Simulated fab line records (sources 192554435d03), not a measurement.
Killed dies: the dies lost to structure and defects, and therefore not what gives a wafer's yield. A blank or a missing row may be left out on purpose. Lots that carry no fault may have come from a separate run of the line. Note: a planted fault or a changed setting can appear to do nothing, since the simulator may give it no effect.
What tool caused it?	flow n5Finfet	11 lots, 31 wafers sampled, at 5 steps of a route of 1938

== WHAT THE GAUGES READ, wafer by wafer ==
N5_MIM_BOT_LITHO_CD_MEAS_08: the cd target is 3000 nm.
lot	measured	on	cdNm (nm)
L874	day 13 16:49	cdSem-01	2999.7 3000.4 3000.3
L877	day 14 09:59	cdSem-03	3000.7 2999.6 3002.0
L878	day 14 11:56	cdSem-03	3000.9 2998.0 2997.7
L879	day 14 12:31	cdSem-01	2998.0 2999.2 2997.7
L881	day 14 19:45	cdSem-01	3002.4 3001.7 3002.9
L883	day 15 18:05	cdSem-02	2997.1 2998.1 2998.1
L887	day 17 00:07	cdSem-01	2999.1 2998.3 3000.2
L888	day 17 21:55	cdSem-01	3052.0 2999.0
L889	day 18 04:30	cdSem-02	3053.9 3002.3
L895	day 20 00:38	cdSem-02	2996.0 2999.2 2998.1
L896	day 20 13:35	cdSem-03	3000.8 3000.7 2999.5

== EACH LOT AND THE TOOL THAT RAN IT (in order: tool; ch and the chambers of the sampled wafers; start) ==
lot	N5_MIM_TOP_ALD_02	N5_MIM_TOP_ETCH_STRIP_01	N5_MIM_TOP_ETCH_PECVD_03	N5_MIM_BOT_LITHO_EXPOSE_05
L874	aldHk-02 ch 0,2,3, day 13 16:23 or earlier	rieDiel-01 ch 2,3, day 13 16:23	pecvd-01 ch 0,1, day 13 16:28	krfScanner-01 ch 0, day 13 16:38
L877	aldHk-03 ch 0,1,2, day 14 09:26 or earlier	rieDiel-02 ch 0,3, day 14 09:26	pecvd-04 ch 0,1,2, day 14 09:31	krfScanner-01 ch 0, day 14 09:49
L878	aldHk-01 ch 0,2,3, day 14 11:31 or earlier	rieDiel-02 ch 0,1,3, day 14 11:31	pecvd-04 ch 0,1, day 14 11:35	krfScanner-01 ch 0, day 14 11:46
L879	aldHk-03 ch 0,1,3, day 14 11:58 or earlier	rieDiel-04 ch 0,1,3, day 14 11:58	pecvd-04 ch 0,1,2, day 14 12:02	krfScanner-02 ch 0, day 14 12:21
L881	aldHk-01 ch 0,1, day 14 19:12 or earlier	rieDiel-01 ch 0,2,3, day 14 19:12	pecvd-01 ch 0,1,2, day 14 19:16	krfScanner-01 ch 0, day 14 19:35
L883	aldHk-01 ch 0,3, day 15 17:32 or earlier	rieDiel-01 ch 0,1, day 15 17:32	pecvd-01 ch 0,1, day 15 17:37	krfScanner-02 ch 0, day 15 17:55
L887	aldHk-01 ch 0,1,2, day 16 23:32 or earlier	rieDiel-02 ch 0,1, day 16 23:32	pecvd-01 ch 0,1, day 16 23:37	krfScanner-02 ch 0, day 16 23:56
L888	aldHk-03 ch 0,1, day 17 21:21 or earlier	rieDiel-02 ch 1,3, day 17 21:21	pecvd-02 ch 0, day 17 21:25	krfScanner-01 ch 0, day 17 21:44
L889	aldHk-02 ch 2,3, day 18 04:05 or earlier	rieDiel-04 ch 0,1, day 18 04:05	pecvd-01 ch 0, day 18 04:08	krfScanner-01 ch 0, day 18 04:19
L895	aldHk-01 ch 0,1,2, day 20 00:05 or earlier	rieDiel-01 ch 0,1,3, day 20 00:05	pecvd-01 ch 0,1,2, day 20 00:09	krfScanner-02 ch 0, day 20 00:28
L896	aldHk-02 ch 0,2, day 20 13:02 or earlier	rieDiel-02 ch 2,3, day 20 13:02	pecvd-01 ch 0,2, day 20 13:06	krfScanner-01 ch 0, day 20 13:24
- N5_MIM_TOP_ALD_02: deposits Al2O3, purge time 3 s, co reactant pulse time 3 s.
- N5_MIM_TOP_ETCH_STRIP_01: strips in O2.
- N5_MIM_TOP_ETCH_PECVD_03: deposits SiNx from SiH4/NH3/N2, target thk 20 nm, time 17.6 s.
- N5_MIM_BOT_LITHO_EXPOSE_05: exposes mask MIM BOT.

== THE ANSWER, worked out from the rows above alone ==
Rule: the lots themselves supply what counts as usual. Put in order of their means at a reading, lots are off if they are a third of the lots or fewer, leave a main group of 4 or more, and stand apart from it by a gap of 3 or more times the standard deviation of the main group's means; of several such gaps the widest counts. The tables above print the reading to a certain number of digits; a main group whose means all agree to those digits is not used. Also off: a lot with no number at a reading for which 4 or more lots have one. Where the step has rows for the other lots, those lots are counted as sound.
Off, at N5_MIM_BOT_LITHO_CD_MEAS_08 on cdNm: L888, L889. Mean 2999.5 nm and standard deviation 1.4 in the main group.
A tool fits if, at a process step before that reading, it ran every lot that is off, and no sound lot after the first of them. Those tools and the gauges at N5_MIM_BOT_LITHO_CD_MEAS_08 are tried in the same way. N5_MIM_TOP_ALD_02 gives no start for some lots, so the hours and the order of its lots are those of N5_MIM_TOP_ETCH_STRIP_01. Of those tried, none fits.

== WHAT THE SIMULATOR PUT IN ==
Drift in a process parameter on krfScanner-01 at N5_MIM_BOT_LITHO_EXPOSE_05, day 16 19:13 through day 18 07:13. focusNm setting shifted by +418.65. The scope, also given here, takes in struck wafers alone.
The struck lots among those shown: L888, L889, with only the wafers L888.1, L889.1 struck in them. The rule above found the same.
